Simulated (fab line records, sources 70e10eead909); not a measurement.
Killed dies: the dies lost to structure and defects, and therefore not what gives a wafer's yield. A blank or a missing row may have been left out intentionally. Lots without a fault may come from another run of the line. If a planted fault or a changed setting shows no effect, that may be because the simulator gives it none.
Problem report in the 8D (eight disciplines) form, filled by code | flow nand harc | the parts of the form that need people (team, actions taken, sign-off) are left out

== 1. PROBLEM STATEMENT ==
NHARC_END_SORT_01, killed at periphery: mean 104.0 over 1 wafer from 1 lot; wafers with no fault: 3.3, standard deviation 2.3. That is +44 standard deviations from the usual mean.
First seen on wafer L309.1, day 23 05:02, on prober-01. Wafers with a number at this step in the record: 9, from 3 lots. Rule for "out", or "out of limits": more than 4 standard deviations from the usual mean. Any other wafer with a number is counted as sound.

== 2. WHAT THIS IS AND IS NOT ==
question                    | is                                                                                                                                  | is not
which readings at this step | killed at periphery, defect limited yield, killed dies, sort_bin_2_pct, sort_bin_3_pct, sort_bin_4_pct, sort n pass, sort yield pct | killed at array, killed open, killed short, sort rim yield pct
which lots                  | L309                                                                                                                                | L298, L300
which wafers of those lots  | L309.1                                                                                                                              | L309.4, L309.6
read on which gauges        | prober-01                                                                                                                           | prober-02
when                        | from day 23 05:02                                                                                                                   | up to then (6 sound wafers); but 2 sound wafers of L309 came after

== 3. THE SUSPECTS, EACH WITH WHAT RULES IT OUT ==
Counting: a tool at a process step up to the reading stays a suspect if it ran every lot that is out. Sound lots after the first of them don't rule it out here, since some wafers of a struck lot are sound.
- the gauge at NHARC_END_SORT_01: kept. All the wafers that are out were read on prober-01, and no step on other tools shows them out.
- pvd sputter-03 at NHARC_P_BONDPAD_PVD_17 (deposits TaN, target thk 5 nm, time 8.06 s): kept. It processed L309, the lot that is out, at day 10 12:35, and its most recent sound lot before then was L300 at day 8 10:58.
- pecvd-01 at NHARC_THIN_TSV_DEP_47 (deposits SiO2, target thk 200 nm): kept. It processed L309, the lot that is out, at day 22 11:41, and its most recent sound lot before then was L298 at day 20 08:10.
- rie metal-01 at NHARC_THIN_TSV_ETCH_59 (etches the open film in Cl2/BCl3, target depth 880 nm, time 138.1 s): kept. It ran the lot that is out, L309 (day 22 16:56).
Left after counting: pvd sputter-03 at NHARC_P_BONDPAD_PVD_17, pecvd-01 at NHARC_THIN_TSV_DEP_47, rie metal-01 at NHARC_THIN_TSV_ETCH_59, prober-01 at NHARC_END_SORT_01.

== 4. THE CAUSE (what the simulator had put in) ==
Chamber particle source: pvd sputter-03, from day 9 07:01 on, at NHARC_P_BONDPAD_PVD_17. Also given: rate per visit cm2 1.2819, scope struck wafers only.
Counting left 4 suspects, and this tool is among them.

== 5. SEQUENCE OF EFFECTS, ordered by route ==
Rows list readings where the struck wafers' mean (over those with a number) sits beyond 3 standard deviations from the usual. Scope: only readings with a usual standard deviation given in the record; hours: median across lots of the time from each lot's start at the first step in this table that gives one to its start at this step; sigmas: change in usual standard deviations.
hours | step              | reading              | usual  | on struck wafers | change | sigmas
0     | NHARC_END_SORT_01 | defect limited yield | 95.2 % | 78.9             | -16.3  | -12
0     | NHARC_END_SORT_01 | killed at periphery  | 3.3    | 104.0            | +100.7 | +44
0     | NHARC_END_SORT_01 | killed dies          | 32     | 143              | +111   | +12
0     | NHARC_END_SORT_01 | sort_bin_2_pct       | 1.4 %  | 7.8              | +6.4   | +11
0     | NHARC_END_SORT_01 | sort_bin_3_pct       | 0.26 % | 4.73             | +4.47  | +21
0     | NHARC_END_SORT_01 | sort_bin_4_pct       | 3.1 %  | 8.6              | +5.5   | +5.5
0     | NHARC_END_SORT_01 | sort n pass          | 645    | 534              | -111   | -12
0     | NHARC_END_SORT_01 | sort yield pct       | 95.2 % | 78.9             | -16.3  | -12

== 6. WHAT WOULD HAVE CAUGHT IT SOONER ==
Counted from the fault's start at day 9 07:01, it took 334 hours until the first out-of-limits reading at a measuring or inspecting step in this record, taken at day 23 05:02.
No tool reading at NHARC_P_BONDPAD_PVD_17 that has a usual standard deviation in the record was out on any struck wafer, so an alarm limit of 4 standard deviations on those readings would not have fired.
Lots out: 1; all had begun NHARC_P_BONDPAD_PVD_17 on pvd sputter-03 by day 23 05:02. Tool hold at that time: it would have spared none of them.
